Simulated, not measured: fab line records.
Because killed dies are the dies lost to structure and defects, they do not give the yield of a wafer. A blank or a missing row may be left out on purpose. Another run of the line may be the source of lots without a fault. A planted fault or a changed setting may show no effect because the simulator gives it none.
A struck lot beside a sound one -- flow nand_harc -- 21 steps out of a route of 1302
Sound: wafers L687.1, L687.2, L687.6. Struck: wafers L697.1, L697.4, L697.6. The cause is given at the end.
Each step with rows lists, per side, the tool, then ch with its chambers, then its first start. Under that, the readings that differ: sound wafers -- struck wafers -- difference of the means -- sigmas: that difference in standard deviations of wafers without a fault.
alike: same words and numbers on both sides, and readings whose means sit less than 2 such deviations apart. not compared: any withheld reading, any reading some wafer has no value for, any bound like >300 that may hide the same value, and any number with overlapping values for which the record gives no deviation.
A row with sigmas, a row that says differs or no value, or rows on one side alone: a step with any of these is where the two part. Non-overlapping numbers with no deviation appear without sigmas and do not part them. A reading missing from all wafers of one side parts the sides only when that side holds two or more wafers.

NHARC_P_CONTACT_CMP_24: polishes, t overpolish 30 s, target thk 200 nm.
  sound on cmp-03 ch 1,2,3, day 6 19:38; struck on cmp-03 ch 0,2,3, day 10 21:01
  alike: edge_zone_pressure_frac, motor_current_A, overpolish_run_s, time_to_endpoint_s
then, 1 step without rows for these wafers: NHARC_P_CONTACT_SRD_26.
NHARC_P_CONTACT_INSPECT_27:
  sound on defect_inspect-02, day 6 19:59; struck on defect_inspect-02, day 10 21:25
  alike: raw_defect_count
then, 8 steps without rows for these wafers: NHARC_P_M0_DEP_00 (deposits SiOC, target thk 150 nm); NHARC_P_M0_DEHYDRATE_01 (time 120 s); NHARC_P_M0_HMDS_02 (time 30 s); NHARC_P_M0_COAT_33 (time 65 s); NHARC_P_M0_COAT_03 (resist thk 90 nm); NHARC_P_M0_SOFTBAKE_04 (time 55 s); NHARC_P_M0_EBR_05; NHARC_P_M0_EXPOSE_06 (exposes mask P M0, target cd 90 nm).
NHARC_P_M0_PEB_07: peb time 65 s.
  sound on litho_track-01 ch 0, day 6 20:49; struck on litho_track-06 ch 0, day 10 22:14
reading,sound,struck,difference,sigmas
heater_power_total_W (W),157.0 156.2 156.8,162.3 162.4 162.4,+5.7,+13
plate_temp_C (C),99.95 100.04 99.86,102.48 102.52 102.51,+2.55,+17
then, 1 step without rows for these wafers: NHARC_P_M0_DEVELOP_08 (develop time 35 s).
NHARC_P_M0_CD_MEAS_09: target cd 90 nm.
  sound on cd_sem-01 ch 0, day 6 20:54; struck on cd_sem-01 ch 0, day 10 22:19
reading,sound,struck,difference,sigmas
cd_nm (nm),89.9 90.3 89.9,99.3 99.9 99.0,+9.4,+15
NHARC_P_M0_OVL_MEAS_10: pitch 180 nm.
  sound on overlay-01, day 6 20:59; struck on overlay-02, day 10 22:24
  alike: overlay_x_nm, overlay_y_nm
NHARC_P_M0_INSPECT_11:
  sound on defect_inspect-02, day 6 21:01; struck on defect_inspect-02, day 10 22:26
  alike: raw_defect_count
NHARC_P_M0_DESCUM_14: chemistry O2, time 3 s.
  sound on rie_diel-08 ch 0,1, day 6 21:05; struck on rie_diel-04 ch 2,3, day 10 22:31
reading,sound,struck,difference,sigmas
oes_product_au (a.u.),1.008 1.024 1.015,0.986 0.988 0.983,-0.030,-3
model.P_M0.cd_nm (nm),90.71 90.56 90.28,99.92 99.62 98.86,+8.95,
  alike: drypump_motor_current_A, rf_vpp_V, showerhead_plenum_p_Torr, throttle_valve_pct
  not compared: rf_hours_counter_h
NHARC_P_M0_ETCH_34: etches the open film in N2/H2, target depth 40 nm, overetch 12 nm, time 43.94 s.
  sound on rie_diel-08 ch 0,2, day 6 21:11; struck on rie_diel-04 ch 1,2, day 10 22:35
  alike: drypump_motor_current_A, h2_flow_sccm, oes_product_au, rf_vpp_V, showerhead_plenum_p_Torr, throttle_valve_pct
  not compared: rf_hours_counter_h
NHARC_P_M0_ETCH_15: etches the open film in C4F8/Ar, target depth 150 nm, overetch 15 nm, time 82.5 s.
  sound on rie_diel-08 ch 0,2,3; struck on rie_diel-04 ch 1,2
reading,sound,struck,difference,sigmas
model.P_M0.cd_nm (nm),90.75 90.36 90.15,100.2 99.7 99.09,+9.2,
  alike: oes_product_au, rf_vpp_V
  not compared: rf_hours_counter_h
NHARC_P_M0_CD_MEAS_16:
  sound on cd_sem-02, day 6 21:23; struck on cd_sem-02, day 10 22:49
reading,sound,struck,difference,sigmas
cd_nm (nm),91.0 89.9 89.9,100.3 99.6 99.1,+9.4,+11
-- jump in the record: it breaks off in module P_M0 and resumes in module END (first step shown: number 1302 of the route), and 19 days separate the struck wafers' starts before and after --
NHARC_END_SORT_01:
  sound on prober-02 ch 0, day 25 04:57; struck on prober-02 ch 0, day 29 13:34
  alike: defect_limited_yield, killed_at_array, killed_at_other, killed_at_periphery, killed_dies, killed_open, killed_short, sort_bin_2_pct, sort_bin_3_pct, sort_bin_4_pct, sort_n_pass, sort_rim_yield_pct, sort_yield_pct

WHERE THEY PART
First at NHARC_P_M0_PEB_07; last, within this record, at NHARC_P_M0_CD_MEAS_16. Later steps at which nothing parts them and some readings are alike: NHARC_END_SORT_01.

WHY: what had been put in by the simulator
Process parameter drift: litho_track-06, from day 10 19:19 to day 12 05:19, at NHARC_P_M0_PEB_07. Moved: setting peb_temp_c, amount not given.
